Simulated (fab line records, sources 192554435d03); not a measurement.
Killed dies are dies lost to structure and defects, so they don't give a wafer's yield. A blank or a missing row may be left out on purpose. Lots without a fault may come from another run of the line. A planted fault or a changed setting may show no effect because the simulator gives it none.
Split-lot experiment | flow n5_finfet | 7 lots, 21 wafers read, on a route of 1938 steps

THE SPLIT
At N5_BEOL_M11_COAT_22 (resist thk 90 nm), the setting spin_rpm was moved away from the recipe's 1500 rpm on 7 of the 21 wafers read, by -7.4% to +9.9%. The other wafers ran this setting at the recipe's value.

FROM THE SPLIT TO THE READING: what the file shows between them, 2 steps
- N5_BEOL_M11_EBR_24
- N5_BEOL_M11_SOFTBAKE_23: time 60 s

THE READING
CAR-ArF_of_BEOL_M11_COAT_22.thk_nm (the simulator's own value, which no gauge read), in nm, at N5_BEOL_M11_DESCUM_33 (chemistry O2, time 7.9 s). The file gives no usual value for it. The 14 wafers here that ran the recipe average 83.6 nm, standard deviation 0.17 nm.

wafer  | tool, chamber at the split | spin_rpm as run, rpm | against the recipe | CAR-ArF_of_BEOL_M11_COAT_22.thk_nm, nm | against lot-mates on the recipe
L085.1 | litho_track-01, 0          | 1500                 | recipe             | 83.4                                   | -
L085.5 | litho_track-01, 0          | 1500                 | recipe             | 83.6                                   | -
L085.6 | litho_track-01, 0          | 1500                 | recipe             | 83.6                                   | -
L086.2 | litho_track-02, 0          | 1500                 | recipe             | 83.8                                   | -
L086.6 | litho_track-02, 0          | 1500                 | recipe             | 83.8                                   | -
L086.3 | litho_track-02, 0          | 1500                 | recipe             | 83.6                                   | -
L087.1 | litho_track-01, 0          | 1389                 | -7.4%              | 87                                     | +3.6
L087.4 | litho_track-01, 0          | 1500                 | recipe             | 83.4                                   | -
L087.5 | litho_track-01, 0          | 1389                 | -7.4%              | 86.8                                   | +3.4
L089.1 | litho_track-02, 0          | 1611                 | +7.4%              | 80.6                                   | -3.2
L089.3 | litho_track-02, 0          | 1500                 | recipe             | 83.8                                   | -
L089.5 | litho_track-02, 0          | 1611                 | +7.4%              | 80.4                                   | -3.4
L093.1 | litho_track-01, 0          | 1500                 | recipe             | 83.6                                   | -
L093.4 | litho_track-01, 0          | 1500                 | recipe             | 83.6                                   | -
L093.2 | litho_track-01, 0          | 1570                 | +4.7%              | 81.6                                   | -2.0
L095.1 | litho_track-02, 0          | 1500                 | recipe             | 83.4                                   | -
L095.2 | litho_track-02, 0          | 1500                 | recipe             | 83.6                                   | -
L095.4 | litho_track-02, 0          | 1500                 | recipe             | 83.6                                   | -
L096.1 | litho_track-04, 0          | 1648                 | +9.9%              | 79.8                                   | -4.2
L096.4 | litho_track-04, 0          | 1648                 | +9.9%              | 79.8                                   | -4.2
L096.3 | litho_track-04, 0          | 1500                 | recipe             | 84                                     | -

THE FIT
A straight line over all 21 wafers: CAR-ArF_of_BEOL_M11_COAT_22.thk_nm changes by -0.415 nm for each +1% of spin_rpm; r = -1.00; the points scatter about the line by 0.18 nm.
The same after taking each lot's own level away (the mean of its wafers on the recipe; 21 wafers): -0.445 nm for each +1%; r = -1.00; scatter 0.11 nm.
On that fit, the largest move of spin_rpm shifts the reading by 4.4 nm.
The lots' own levels span 83.40 to 84.00 nm, that is 3.6 times the standard deviation above.
So the lot-to-lot level changes the slope little: the two slopes agree.
Check: with one of the wafers moved furthest among these (+9.9%) left out of the fit, the line predicts -4.4 nm for it against its lot-mates. It came out at -4.2 nm against them.

OTHER SPLITS ON THESE WAFERS
These wafers also went through other splits before the reading. Each is held against what the fit with the lots' levels taken away leaves over:
other split on the same wafers | wafers away from the commonest value | r with CAR-ArF_of_BEOL_M11_COAT_22.thk_nm (lot level and that fit taken away)
N5_BEOL_M10_EXPOSE_08 dose_mj  | 8                                    | +0.01
N5_BEOL_M11_COAT_63 spin_rpm   | 9                                    | +0.11

THE WHOLE CHAIN: every reading that the file lists as answering this split, in the file's order
step                  | what it does             | reading                                                                             | change (the file's fit)               | r (the file's)
N5_BEOL_M11_COAT_22   | resist thk 90 nm         | CAR-ArF_of_BEOL_M11_COAT_22.thk_nm (the simulator's own value, which no gauge read) | -0.448 nm for each +1% of the setting | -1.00
N5_BEOL_M11_DESCUM_33 | chemistry O2, time 7.9 s | CAR-ArF_of_BEOL_M11_COAT_22.thk_nm (the simulator's own value, which no gauge read) | -0.442 nm for each +1% of the setting | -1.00

THE FILE'S OWN FIT
CAR-ArF_of_BEOL_M11_COAT_22.thk_nm changes by -0.442 nm for each +1% of spin_rpm, r = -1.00.
